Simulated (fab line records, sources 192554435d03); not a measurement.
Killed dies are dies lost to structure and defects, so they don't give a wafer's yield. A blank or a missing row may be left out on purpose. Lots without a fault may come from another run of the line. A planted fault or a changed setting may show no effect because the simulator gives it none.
Which tool did it? | flow n5_finfet | 24 lots, 72 wafers sampled, at 6 steps of a route of 1938

WHAT THE GAUGES READ, wafer by wafer
N5_BEOL_M11_CD_MEAS_28: target cd 70 nm.
lot  | measured     | on        | cd_nm (nm)
L074 | day 9 23:34  | cd_sem-02 | 69.7 70.1 68.0
L076 | day 10 06:10 | cd_sem-01 | 68.3 69.1 69.8
L075 | day 10 07:39 | cd_sem-01 | 68.3 70.1 69.6
L077 | day 10 12:40 | cd_sem-01 | 68.2 69.2 68.7
L078 | day 10 15:33 | cd_sem-01 | 68.8 69.2 69.3
L079 | day 10 21:32 | cd_sem-01 | 69.6 68.8 69.3
L080 | day 10 23:37 | cd_sem-01 | 72.3 70.9 71.2
L082 | day 11 02:22 | cd_sem-02 | 69.3 68.6 68.7
L081 | day 11 06:31 | cd_sem-02 | 67.5 69.0 68.9
L083 | day 11 08:09 | cd_sem-02 | 67.9 68.2 67.6
L084 | day 11 15:27 | cd_sem-01 | 68.8 68.4 67.1
L088 | day 15 01:19 | cd_sem-03 | 67.4 68.4 69.3
L095 | day 15 15:47 | cd_sem-01 | 68.9 70.9 69.0
L094 | day 15 17:31 | cd_sem-02 | 69.5 69.1 69.8
L090 | day 15 17:55 | cd_sem-01 | 70.7 69.5 70.5
L085 | day 15 18:05 | cd_sem-03 | 71.4 69.8 70.5
L089 | day 16 08:47 | cd_sem-02 | 68.7 69.9 70.1
L092 | day 16 09:14 | cd_sem-01 | 70.4 70.8 71.6
L091 | day 16 11:16 | cd_sem-03 | 70.1 70.2 70.0
L093 | day 17 01:19 | cd_sem-01 | 70.7 71.3 70.2
L087 | day 17 02:38 | cd_sem-01 | 69.8 68.7 68.6
L096 | day 17 04:49 | cd_sem-01 | 71.8 69.1 69.9
L086 | day 17 16:49 | cd_sem-01 | 69.4 69.0 69.0
L097 | day 17 16:59 | cd_sem-02 | 70.6 68.8 70.5

WHICH TOOL RAN EACH LOT (tool, then ch and the chambers of the sampled wafers, then the start)
lot  | N5_BEOL_M10_ETCH_41                           | N5_BEOL_M10_STRIP_77                          | N5_BEOL_M10_PRE_CLEAN_45     | N5_BEOL_M10_SURFACE_TREAT_76 | N5_BEOL_M11_STRIP_67
L074 | rie_diel-02 ch 1,2,3, day 9 19:20 or earlier  | rie_diel-02 ch 1,2,3, day 9 19:20 or earlier  | pvd_sputter-02, day 9 19:20  | pvd_sputter-03, day 9 19:41  | rie_diel-06 ch 0,1,2, day 9 22:53
L076 | rie_diel-03 ch 2,3, day 10 02:32 or earlier   | rie_diel-03 ch 2,3, day 10 02:32 or earlier   | pvd_sputter-02, day 10 02:32 | pvd_sputter-01, day 10 02:53 | rie_diel-05 ch 0,1, day 10 05:31
L075 | rie_diel-04 ch 0,1,3, day 10 03:43 or earlier | rie_diel-04 ch 0,1,3, day 10 03:43 or earlier | pvd_sputter-01, day 10 03:43 | pvd_sputter-01, day 10 04:05 | rie_diel-01 ch 1,2,3, day 10 07:01
L077 | rie_diel-04 ch 1,2, day 10 09:05 or earlier   | rie_diel-04 ch 1,2, day 10 09:05 or earlier   | pvd_sputter-02, day 10 09:05 | pvd_sputter-02, day 10 09:26 | rie_diel-01 ch 1,2,3, day 10 12:10
L078 | rie_diel-03 ch 1,2, day 10 11:49 or earlier   | rie_diel-03 ch 1,2, day 10 11:49 or earlier   | pvd_sputter-02, day 10 11:49 | pvd_sputter-03, day 10 12:09 | rie_diel-06 ch 1,2,3, day 10 14:53
L079 | rie_diel-04 ch 2,3, day 10 16:02 or earlier   | rie_diel-04 ch 2,3, day 10 16:02 or earlier   | pvd_sputter-02, day 10 16:02 | pvd_sputter-02, day 10 16:23 | rie_diel-05 ch 0,1,3, day 10 20:53
L080 | rie_diel-04 ch 1,2,3, day 10 19:41 or earlier | rie_diel-04 ch 1,2,3, day 10 19:41 or earlier | pvd_sputter-02, day 10 19:41 | pvd_sputter-03, day 10 20:02 | rie_diel-06 ch 0,1,2, day 10 22:46
L082 | rie_diel-03 ch 2,3, day 10 22:08 or earlier   | rie_diel-03 ch 2,3, day 10 22:08 or earlier   | pvd_sputter-03, day 10 22:08 | pvd_sputter-01, day 10 22:29 | rie_diel-01 ch 1,2,3, day 11 01:33
L081 | rie_diel-04 ch 0,1, day 11 02:54 or earlier   | rie_diel-04 ch 0,1, day 11 02:54 or earlier   | pvd_sputter-01, day 11 02:54 | pvd_sputter-01, day 11 03:14 | rie_diel-01 ch 1,2, day 11 06:00
L083 | rie_diel-03 ch 1,2,3, day 11 04:34 or earlier | rie_diel-03 ch 1,2,3, day 11 04:34 or earlier | pvd_sputter-01, day 11 04:34 | pvd_sputter-02, day 11 04:55 | rie_diel-01 ch 0,2,3, day 11 07:32
L084 | rie_diel-02 ch 0,1,2, day 11 10:39 or earlier | rie_diel-02 ch 0,1,2, day 11 10:39 or earlier | pvd_sputter-01, day 11 10:39 | pvd_sputter-02, day 11 11:00 | rie_diel-01 ch 2,3, day 11 14:44
L088 | rie_diel-03 ch 0,1,3, day 14 19:20 or earlier | rie_diel-03 ch 0,1,3, day 14 19:20 or earlier | pvd_sputter-01, day 14 19:20 | pvd_sputter-01, day 14 21:16 | rie_diel-05 ch 2,3, day 15 00:23
L095 | rie_diel-02 ch 0,1,3, day 15 09:03 or earlier | rie_diel-02 ch 0,1,3, day 15 09:03 or earlier | pvd_sputter-03, day 15 09:03 | pvd_sputter-03, day 15 09:26 | rie_diel-05 ch 1,2, day 15 13:16
L094 | rie_diel-04 ch 1,3, day 15 09:58 or earlier   | rie_diel-04 ch 1,3, day 15 09:58 or earlier   | pvd_sputter-03, day 15 09:58 | pvd_sputter-01, day 15 11:40 | rie_diel-05 ch 1,3, day 15 16:49
L090 | rie_diel-02 ch 1,3, day 15 12:01 or earlier   | rie_diel-02 ch 1,3, day 15 12:01 or earlier   | pvd_sputter-03, day 15 12:01 | pvd_sputter-02, day 15 12:23 | rie_diel-05 ch 1,2,3, day 15 17:22
L085 | rie_diel-04 ch 1,3, day 15 12:03 or earlier   | rie_diel-04 ch 1,3, day 15 12:03 or earlier   | pvd_sputter-02, day 15 12:03 | pvd_sputter-02, day 15 12:26 | rie_diel-01 ch 1,2,3, day 15 17:19
L089 | rie_diel-02 ch 2,3, day 15 21:46 or earlier   | rie_diel-02 ch 2,3, day 15 21:46 or earlier   | pvd_sputter-02, day 15 21:46 | pvd_sputter-03, day 15 22:22 | rie_diel-05 ch 1,2, day 16 06:20
L092 | rie_diel-02 ch 2,3, day 16 00:27 or earlier   | rie_diel-02 ch 2,3, day 16 00:27 or earlier   | pvd_sputter-02, day 16 00:27 | pvd_sputter-02, day 16 00:52 | rie_diel-05 ch 1,3, day 16 06:50
L091 | rie_diel-04 ch 0,2,3, day 16 06:14 or earlier | rie_diel-04 ch 0,2,3, day 16 06:14 or earlier | pvd_sputter-02, day 16 06:14 | pvd_sputter-01, day 16 06:37 | rie_diel-06 ch 0,2,3, day 16 10:38
L093 | rie_diel-03 ch 0,2, day 16 18:22 or earlier   | rie_diel-03 ch 0,2, day 16 18:22 or earlier   | pvd_sputter-03, day 16 18:22 | pvd_sputter-03, day 16 18:51 | rie_diel-01 ch 0,1,3, day 16 23:36
L087 | rie_diel-02 ch 1,2,3, day 16 19:34 or earlier | rie_diel-02 ch 1,2,3, day 16 19:34 or earlier | pvd_sputter-03, day 16 19:34 | pvd_sputter-01, day 16 19:56 | rie_diel-05 ch 0,1,3, day 17 01:49
L096 | rie_diel-03 ch 0,1, day 16 20:24 or earlier   | rie_diel-03 ch 0,1, day 16 20:24 or earlier   | pvd_sputter-02, day 16 20:24 | pvd_sputter-02, day 16 20:55 | rie_diel-05 ch 0,1, day 17 02:23
L086 | rie_diel-04 ch 0,1,2, day 17 06:19 or earlier | rie_diel-04 ch 0,1,2, day 17 06:19 or earlier | pvd_sputter-01, day 17 06:19 | pvd_sputter-02, day 17 06:43 | rie_diel-01 ch 0,3, day 17 12:23
L097 | rie_diel-03 ch 0,2, day 17 07:16 or earlier   | rie_diel-03 ch 0,2, day 17 07:16 or earlier   | pvd_sputter-02, day 17 07:16 | pvd_sputter-01, day 17 09:02 | rie_diel-01 ch 2,3, day 17 14:02
- N5_BEOL_M10_ETCH_41: etches SiCN in CH3F/O2, target depth 42.6 nm, time 86 s.
- N5_BEOL_M10_STRIP_77: strips in N2/H2, time 10 s.
- N5_BEOL_M10_PRE_CLEAN_45: time 30 s.
- N5_BEOL_M10_SURFACE_TREAT_76
- N5_BEOL_M11_STRIP_67: strips in CF4.

WHAT THE TOOLS THEMSELVES READ (means of the sampled wafers that have a number; where no wafer has one, the mark that the record gives instead)
N5_BEOL_M10_ETCH_41.
lot  | tool        | drypump_motor_current_A (A) | mfc_ar_sccm (sccm) | oes_product_au (a.u.) | rf_vpp_V (V) | showerhead_plenum_p_Torr (Torr) | throttle_valve_pct (%)
L074 | rie_diel-02 | 6.2                         | 150.0              | 0.86                  | 298.0        | 2.09                            | 16.20
L076 | rie_diel-03 | 5.2                         | 150.4              | 0.74                  | 297.8        | 2.03                            | 16.27
L075 | rie_diel-04 | 6.0                         | 149.8              | 0.90                  | 296.1        | 1.98                            | 16.11
L077 | rie_diel-04 | 6.3                         | 150.3              | 0.77                  | 295.8        | 1.94                            | 16.66
L078 | rie_diel-03 | 5.6                         | 150.3              | 0.77                  | 297.6        | 2.02                            | 16.56
L079 | rie_diel-04 | 5.6                         | 149.9              | 0.82                  | 296.2        | 1.93                            | 16.27
L080 | rie_diel-04 | 6.0                         | 149.8              | 0.81                  | 296.3        | 1.96                            | 16.40
L082 | rie_diel-03 | 5.2                         | 150.2              | 0.73                  | 297.6        | 2.02                            | 16.28
L081 | rie_diel-04 | 6.3                         | 149.4              | 0.88                  | 297.3        | 2.01                            | 16.25
L083 | rie_diel-03 | 5.5                         | 149.9              | 0.77                  | 299.0        | 2.04                            | 16.36
L084 | rie_diel-02 | 6.2                         | 149.7              | 0.78                  | 298.3        | 2.04                            | 16.31
L088 | rie_diel-03 | 5.7                         | 150.0              | 0.83                  | 298.4        | 2.08                            | 16.30
L095 | rie_diel-02 | 6.3                         | 150.1              | 0.77                  | 297.9        | 2.01                            | 16.35
L094 | rie_diel-04 | 6.0                         | 150.6              | 0.82                  | 296.6        | 2.00                            | 16.32
L090 | rie_diel-02 | 6.3                         | 150.0              | 0.82                  | 298.9        | 2.08                            | 16.19
L085 | rie_diel-04 | 6.0                         | 150.2              | 0.84                  | 297.7        | 2.00                            | 16.33
L089 | rie_diel-02 | 6.2                         | 149.8              | 0.79                  | 298.6        | 2.04                            | 16.38
L092 | rie_diel-02 | 6.2                         | 150.7              | 0.79                  | 298.7        | 2.04                            | 16.38
L091 | rie_diel-04 | 6.0                         | 150.0              | 0.89                  | 298.1        | 2.00                            | 16.18
L093 | rie_diel-03 | 5.3                         | 150.0              | 0.90                  | 297.2        | 2.02                            | 16.09
L087 | rie_diel-02 | 6.2                         | 150.4              | 0.79                  | 299.3        | 2.07                            | 16.31
L096 | rie_diel-03 | 5.8                         | 149.8              | 0.86                  | 298.2        | 2.08                            | 16.36
L086 | rie_diel-04 | 6.3                         | 149.6              | 0.87                  | 297.8        | 2.03                            | 16.32
L097 | rie_diel-03 | 5.3                         | 150.3              | 0.89                  | 297.6        | 2.02                            | 16.11

N5_BEOL_M10_STRIP_77.
lot  | tool        | drypump_motor_current_A (A) | oes_product_au (a.u.) | rf_vpp_V (V) | showerhead_plenum_p_Torr (Torr) | throttle_valve_pct (%)
L074 | rie_diel-02 | 6.2                         | 0.85                  | 59.0         | 2.65                            | 23.65
L076 | rie_diel-03 | 5.2                         | 0.74                  | 59.4         | 2.58                            | 23.82
L075 | rie_diel-04 | 6.0                         | 0.89                  | 59.2         | 2.51                            | 23.26
L077 | rie_diel-04 | 6.3                         | 0.76                  | 59.0         | 2.46                            | 23.76
L078 | rie_diel-03 | 5.6                         | 0.78                  | 59.7         | 2.54                            | 23.70
L079 | rie_diel-04 | 5.7                         | 0.81                  | 58.9         | 2.45                            | 23.39
L080 | rie_diel-04 | 6.0                         | 0.81                  | 59.0         | 2.48                            | 23.51
L082 | rie_diel-03 | 5.2                         | 0.73                  | 59.6         | 2.58                            | 23.83
L081 | rie_diel-04 | 6.3                         | 0.88                  | 58.9         | 2.54                            | 23.38
L083 | rie_diel-03 | 5.5                         | 0.77                  | 59.5         | 2.59                            | 23.67
L084 | rie_diel-02 | 6.2                         | 0.78                  | 58.1         | 2.59                            | 23.66
L088 | rie_diel-03 | 5.7                         | 0.83                  | 59.7         | 2.63                            | 23.53
L095 | rie_diel-02 | 6.3                         | 0.78                  | 58.8         | 2.56                            | 23.88
L094 | rie_diel-04 | 6.0                         | 0.83                  | 59.7         | 2.52                            | 23.41
L090 | rie_diel-02 | 6.3                         | 0.82                  | 60.2         | 2.66                            | 23.74
L085 | rie_diel-04 | 6.0                         | 0.82                  | 59.5         | 2.52                            | 23.39
L089 | rie_diel-02 | 6.3                         | 0.80                  | 59.3         | 2.59                            | 23.85
L092 | rie_diel-02 | 6.2                         | 0.79                  | 59.4         | 2.59                            | 23.86
L091 | rie_diel-04 | 6.0                         | 0.87                  | 58.6         | 2.54                            | 23.38
L093 | rie_diel-03 | 5.3                         | 0.92                  | 59.2         | 2.57                            | 23.72
L087 | rie_diel-02 | 6.2                         | 0.78                  | 59.8         | 2.63                            | 23.71
L096 | rie_diel-03 | 5.8                         | 0.86                  | 59.8         | 2.63                            | 23.56
L086 | rie_diel-04 | 6.3                         | 0.86                  | 59.3         | 2.57                            | 23.51
L097 | rie_diel-03 | 5.3                         | 0.90                  | 59.7         | 2.57                            | 23.74

N5_BEOL_M10_PRE_CLEAN_45.
lot  | tool           | heater_power_w (W)
L074 | pvd_sputter-02 | 318
L076 | pvd_sputter-02 | 316
L075 | pvd_sputter-01 | 317
L077 | pvd_sputter-02 | 336
L078 | pvd_sputter-02 | 337
L079 | pvd_sputter-02 | 322
L080 | pvd_sputter-02 | 325
L082 | pvd_sputter-03 | 348
L081 | pvd_sputter-01 | 337
L083 | pvd_sputter-01 | 331
L084 | pvd_sputter-01 | 323
L088 | pvd_sputter-01 | 308
L095 | pvd_sputter-03 | 352
L094 | pvd_sputter-03 | 345
L090 | pvd_sputter-03 | 358
L085 | pvd_sputter-02 | 322
L089 | pvd_sputter-02 | 331
L092 | pvd_sputter-02 | 328
L091 | pvd_sputter-02 | 313
L093 | pvd_sputter-03 | 347
L087 | pvd_sputter-03 | 345
L096 | pvd_sputter-02 | 327
L086 | pvd_sputter-01 | 334
L097 | pvd_sputter-02 | 335

N5_BEOL_M10_SURFACE_TREAT_76.
lot  | tool           | ar_flow_sccm (sccm)
L074 | pvd_sputter-03 | 29.99
L076 | pvd_sputter-01 | 29.96
L075 | pvd_sputter-01 | 30.00
L077 | pvd_sputter-02 | 30.02
L078 | pvd_sputter-03 | 29.93
L079 | pvd_sputter-02 | 29.97
L080 | pvd_sputter-03 | 29.97
L082 | pvd_sputter-01 | 30.08
L081 | pvd_sputter-01 | 30.04
L083 | pvd_sputter-02 | 30.10
L084 | pvd_sputter-02 | 30.01
L088 | pvd_sputter-01 | 29.97
L095 | pvd_sputter-03 | 29.99
L094 | pvd_sputter-01 | 30.06
L090 | pvd_sputter-02 | 29.97
L085 | pvd_sputter-02 | 30.02
L089 | pvd_sputter-03 | 29.91
L092 | pvd_sputter-02 | 30.10
L091 | pvd_sputter-01 | 30.01
L093 | pvd_sputter-03 | 30.04
L087 | pvd_sputter-01 | 30.04
L096 | pvd_sputter-02 | 29.97
L086 | pvd_sputter-02 | 30.03
L097 | pvd_sputter-01 | 30.05

N5_BEOL_M11_STRIP_67.
lot  | tool        | cf4_flow_sccm (sccm) | drypump_motor_current_A (A) | oes_product_au (a.u.) | rf_vpp_V (V) | showerhead_plenum_p_Torr (Torr) | throttle_valve_pct (%)
L074 | rie_diel-06 | 150.1                | 6.1                         | 0.81                  | 271.3        | 1.81                            | 13.41
L076 | rie_diel-05 | 150.1                | 6.7                         | 0.70                  | 269.5        | 1.70                            | 13.91
L075 | rie_diel-01 | 149.8                | 5.2                         | 0.71                  | 271.5        | 1.80                            | 13.83
L077 | rie_diel-01 | 150.1                | 5.2                         | 0.71                  | 270.6        | 1.80                            | 13.84
L078 | rie_diel-06 | 149.7                | 5.8                         | 0.78                  | 270.6        | 1.77                            | 13.55
L079 | rie_diel-05 | 149.7                | 6.1                         | 0.76                  | 270.4        | 1.77                            | 13.77
L080 | rie_diel-06 | 149.6                | 6.1                         | 0.80                  | 271.1        | 1.80                            | 13.44
L082 | rie_diel-01 | 149.6                | 5.1                         | 0.70                  | 270.3        | 1.80                            | 13.86
L081 | rie_diel-01 | 150.2                | 5.5                         | 0.72                  | 272.9        | 1.81                            | 13.82
L083 | rie_diel-01 | 149.8                | 5.1                         | 0.73                  | 270.8        | 1.81                            | 13.93
L084 | rie_diel-01 | 150.1                | 5.0                         | 0.71                  | 271.3        | 1.77                            | 13.93
L088 | rie_diel-05 | 149.9                | 5.2                         | 0.74                  | 272.5        | 1.86                            | 13.70
L095 | rie_diel-05 | 149.8                | 5.8                         | 0.69                  | 271.2        | 1.79                            | 13.79
L094 | rie_diel-05 | 150.2                | 5.5                         | 0.80                  | 270.7        | 1.83                            | 13.64
L090 | rie_diel-05 | 149.7                | 5.6                         | 0.74                  | 270.2        | 1.81                            | 13.72
L085 | rie_diel-01 | 150.0                | 5.1                         | 0.86                  | 270.6        | 1.79                            | 13.53
L089 | rie_diel-05 | 150.0                | 6.2                         | 0.69                  | 269.0        | 1.74                            | 13.80
L092 | rie_diel-05 | 149.3                | 5.5                         | 0.80                  | 271.8        | 1.83                            | 13.65
L091 | rie_diel-06 | 149.8                | 6.1                         | 0.77                  | 270.4        | 1.79                            | 13.48
L093 | rie_diel-01 | 149.8                | 5.0                         | 0.84                  | 271.8        | 1.82                            | 13.58
L087 | rie_diel-05 | 149.8                | 6.1                         | 0.82                  | 272.2        | 1.83                            | 13.65
L096 | rie_diel-05 | 150.3                | 6.7                         | 0.84                  | 272.1        | 1.83                            | 13.64
L086 | rie_diel-01 | 149.9                | 4.9                         | 0.78                  | 271.8        | 1.83                            | 13.86
L097 | rie_diel-01 | 149.8                | 5.3                         | 0.78                  | 271.0        | 1.77                            | 13.80

THE ANSWER, worked out from the rows above alone
Rule: what is usual is taken from the lots themselves. Put in order of their means at a reading, lots are off if they are a third of the lots or fewer, leave a main group of 4 or more, and stand apart from it by a gap of 3 or more times the standard deviation of the main group's means; of several such gaps the widest counts. A main group whose means are all the same, to the digits that the tables above print for the reading, isn't used. A lot without any number at a reading at which 4 lots or more have one is off too. The other lots that the step has rows for count as sound. The gauges are gone through in route order, then the tools' own readings, and for those a lot's mean is taken as printed above. The first step at which some lot is off is used, and at that step the reading that is off furthest; a lot without a number counts as furthest.
No lot is off at any reading shown: from this, nothing can be told.

WHAT THE SIMULATOR HAD PUT IN
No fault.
